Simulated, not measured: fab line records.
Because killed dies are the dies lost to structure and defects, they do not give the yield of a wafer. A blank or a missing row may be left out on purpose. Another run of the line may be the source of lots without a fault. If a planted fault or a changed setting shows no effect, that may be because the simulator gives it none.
A lot that was struck, set against a sound lot -- flow n5_finfet -- 37 steps out of a route of 1938
Sound: these wafers, L748.2, L748.3, L748.6. Wafers L739.3, L739.4, L739.5 were the ones struck. The cause is given at the end.
Per side, at each step with rows, come the tool, then ch with its chambers, and then its first start. Under that, the readings that differ: sound wafers -- struck wafers -- difference of the means -- sigmas: that difference in standard deviations of wafers without a fault.
alike: a reading whose means differ by less than 2 such deviations, as well as words and numbers matching on both sides. not compared: withheld readings; readings where some wafer has no value; bounds like >300 that might hide an equal value; numbers whose values overlap and for which the record gives no deviation.
A row with sigmas, a row that says differs or no value, or rows on one side alone: a step with any of these is where the two part. Numbers that have no deviation but don't overlap get no sigmas and don't part them. Lack of a reading on every wafer of one side parts them only where that side has two or more wafers.

first, 9 steps without rows for these wafers: N5_BEOL_M4_ANNEAL_95 (time 240 s); N5_BEOL_M4_SPUTTER_96 (material Cu, target thk 4.5 nm, time 8.29 s); N5_BEOL_M4_ECD_50 (material Cu, target thk 300 nm); N5_BEOL_M4_ANNEAL_51 (time 90 s); N5_BEOL_M4_CMP_52 (polishes, stops on SiOC, t overpolish 6.8 s, target thk 40 nm); N5_BEOL_M4_PRE_CLEAN_60 (time 15 s); N5_BEOL_M4_CO_CAP_55 (material Co, precursor CCTBA/H2, target thk 2 nm, time 102.1 s); N5_BEOL_M4_PRE_CLEAN_56 (time 15 s); N5_BEOL_M4_DEP_57 (deposits SiCN from 3MS/NH3, target thk 8 nm, time 14 s).
N5_BEOL_M4_RC_MEAS_101:
  sound on prober-02 ch 0, day 13 05:36; struck on prober-02 ch 0, day 10 17:17
  alike: DIBL_N, DIBL_P, IOFF_N, IOFF_P, ION_N, ION_P, SS_N, SS_P, VT_N, VT_P
then, 24 steps without rows for these wafers: N5_BEOL_M5_ILD_DEP_00 (deposits SiCOH lowk from DEMS/porogen, target thk 140.64 nm, time 25.9 s); N5_BEOL_M5_CURE_79 (cures SiCOH lowk, time 240 s); N5_BEOL_M5_PECVD_70 (deposits SiO2 from TEOS/O2, target thk 16 nm, time 18 s); N5_BEOL_M5_HM_DEP_02 (deposits TiN, target thk 20 nm); N5_BEOL_M5_COAT_59 (time 60 s, resist thk 60 nm); N5_BEOL_M5_COAT_60 (time 60 s, resist thk 12 nm); N5_BEOL_M5_COAT_71 (time 60 s, resist thk 5 nm); N5_BEOL_M5_COAT_05 (resist thk 30 nm); N5_BEOL_M5_EBR_07; N5_BEOL_M5_SOFTBAKE_06 (time 60 s); N5_BEOL_M5_EXPOSE_08 (exposes mask M5, target cd 28 nm); N5_BEOL_M5_PEB_09 (peb time 60 s); N5_BEOL_M5_DEVELOP_10 (develop time 30 s); N5_BEOL_M5_DESCUM_16 (chemistry O2, time 7 s); N5_BEOL_M5_ETCH_72 (etches underlayer in N2/H2, target depth 6.5 nm, time 5.2 s); N5_BEOL_M5_ETCH_61 (etches SiARC in CF4, target depth 15.6 nm, time 26 s); N5_BEOL_M5_ETCH_62 (etches SOC in N2/H2, target depth 75 nm, overetch 15 nm, time 112.5 s); N5_BEOL_M5_STRIP_63 (strips in N2/H2); N5_BEOL_M5_STRIP_73 (strips in N2/H2); N5_BEOL_M5_STRIP_64 (strips in CF4); N5_BEOL_M5_HM_OPEN_17 (chemistry Cl2/BCl3, target TiN, target depth 20 nm, overetch 6 nm); N5_BEOL_M5_STRIP_19 (strips in O2); N5_BEOL_M5_COAT_65 (time 60 s, resist thk 60 nm); N5_BEOL_M5_COAT_66 (time 60 s, resist thk 12 nm).
N5_BEOL_M7_ILD_DEP_00: deposits SiCOH lowk from DEMS/porogen, target thk 179.75 nm, time 33.4 s.
  sound on pecvd-02 ch 1,2, day 14 05:11; struck on pecvd-03 ch 0,1,2, day 11 15:10
  no value came back on the struck wafers for any of 5 readings (chamber_pressure_Torr (Torr), heater_power_outer_w (W) and others); on the sound wafers chamber_pressure_Torr (Torr) reads 4.993 5.002 4.984
N5_BEOL_M7_OCD_MEAS_38:
  struck on ocd-01, day 11 20:16; sound on ocd-01, day 14 11:16
reading,sound,struck,difference,sigmas
trench_depth_nm (nm),94.6 93.8 94.8,- - -,no value on the struck wafers,
-- a jump in the record: the struck wafers' starts before and after are 3 days apart (it breaks off in module BEOL_M7 and resumes in module PASSIVATION, where the first step shown is number 1936 of the route) --
N5_PASSIVATION_PROBE_49:
  struck on prober-02, day 15 03:31; sound on prober-02, day 17 11:59
reading,sound,struck,difference,sigmas
defect_limited_yield (%),90.5,0 0 0,-90,-65
killed_at_M0_to_M3,52,10 6 7,-44,-4
killed_at_M4_up,14,1162 1158 1159,+1146,+99 or more
killed_dies,112,1180 1180 1180,+1068,+63
killed_on_rim,14,152 152 152,+138,+34
killed_open,78,10 13 19,-64,-5
killed_short,31,9 12 5,-22,-3
sort_bin_5_function (%),4.9,73.8 72.1 73.3,+68.2,+77
sort_n_pass,1068,0 0 0,-1068,-63
sort_yield_pct (%),90.5,0 0 0,-90,-65
  alike: killed_at_contacts, killed_at_front_end, killed_at_other, sort_bin_6_memory

== WHERE THEY PART ==
Earliest at N5_BEOL_M7_ILD_DEP_00; latest, in this record, at N5_PASSIVATION_PROBE_49.

WHY: what had been put in by the simulator
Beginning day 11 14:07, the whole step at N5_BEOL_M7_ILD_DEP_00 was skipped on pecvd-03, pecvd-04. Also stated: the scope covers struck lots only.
